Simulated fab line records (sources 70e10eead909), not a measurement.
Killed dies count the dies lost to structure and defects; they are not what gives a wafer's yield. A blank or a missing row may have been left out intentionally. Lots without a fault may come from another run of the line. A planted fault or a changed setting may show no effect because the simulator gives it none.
Chamber matching ; flow nand_harc ; ald_metal-03 running NHARC_A_WL_FILL_ALD_02: 4 sister chambers
The step deposits TiN, target thk 2 nm, pulse time 3 s, ald cycles 100. 4 wafers are shown with their chamber, then 8 later ones without.

EACH WAFER AND ITS CHAMBER
wafer;chamber;heater_power_w (W)
L079.2;1;1251
L081.1;0;970
L081.6;2;1115
L090.2;3;948

WAFERS MISSING THEIR CHAMBER
wafer;heater_power_w (W)
L090.3;915
L090.5;1096
L095.1;913
L095.3;936
L095.6;935
L096.2;969
L096.5;898
L096.6;1174

WHICH CHAMBER EACH ONE RAN IN
wafer;from the rows above;in truth
L090.3;can't be placed: 3 or 0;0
L090.5;2;2
L095.1;can't be placed: 3 or 0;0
L095.3;can't be placed: 3 or 0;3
L095.6;can't be placed: 3 or 0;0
L096.2;can't be placed: 0 or 3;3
L096.5;can't be placed: 3 or 0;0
L096.6;can't be placed: 2 or 1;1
Placed correctly: 1 of 8. Cannot be placed on the basis of these rows: 7; the candidates contain the true chamber in 7. 0 placed wrongly.
How it was worked out, from the rows above alone: a wafer's distance from a chamber is the root of the sum, over the readings, of the square of ((its reading less the chamber's mean) divided by the reading's scatter). If the next closest chamber is less than 2 further off than the closest, the wafer can't be placed; otherwise it belongs to the closest. A chamber's mean is the mean of its shown wafers. The scatter: root of mean squared gap, hidden wafer to nearest shown wafer, with one shown wafer a chamber.
